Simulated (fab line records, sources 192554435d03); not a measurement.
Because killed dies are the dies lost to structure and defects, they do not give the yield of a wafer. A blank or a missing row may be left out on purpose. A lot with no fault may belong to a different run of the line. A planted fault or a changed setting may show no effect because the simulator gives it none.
Which tool is to blame? ; flow n5-finfet ; 7 lots, 21 wafers sampled, at 1 step of a route of 1938

WHAT EACH GAUGE READ, for each wafer
N5_BEOL_M4_CD_MEAS_11 targets a cd of 16.79 nm.
lot;measured;on;cd-nm (nm)
L820;day 8 17:40;cd-sem-02;16.90 16.86 16.95
L821;day 8 23:56;cd-sem-02;16.48 16.82 16.94
L824;day 9 09:40;cd-sem-01;16.82 16.68 16.93
L828;day 10 09:09;cd-sem-01;16.76 16.93 16.46
L830;day 11 00:07;cd-sem-03;16.73 16.57 16.75
L836;day 12 12:17;cd-sem-03;16.84 17.18 17.13
L839;day 13 00:48;cd-sem-03;16.89 17.08 17.02

WHAT TOOL EACH LOT RAN ON (gives the tool, then ch and the chambers of the sampled wafers, and finally the start)
No process step before these readings appears in the record.

THE ANSWER, worked out from the rows above alone
Rule: the lots themselves supply what counts as usual. Put in order of their means at a reading, lots are off if they are a third of the lots or fewer, leave a main group of 4 or more, and stand apart from it by a gap of 3 or more times the standard deviation of the main group's means; of several such gaps the widest counts. The tables above print the reading to a certain number of digits; a main group whose means all agree to those digits is not used. A lot without any number at a reading at which 4 lots or more have one is off too. The other lots that the step has rows for count as sound.
No lot is off at any reading shown: from this, nothing can be told.

WHAT HAD BEEN PUT IN BY THE SIMULATOR
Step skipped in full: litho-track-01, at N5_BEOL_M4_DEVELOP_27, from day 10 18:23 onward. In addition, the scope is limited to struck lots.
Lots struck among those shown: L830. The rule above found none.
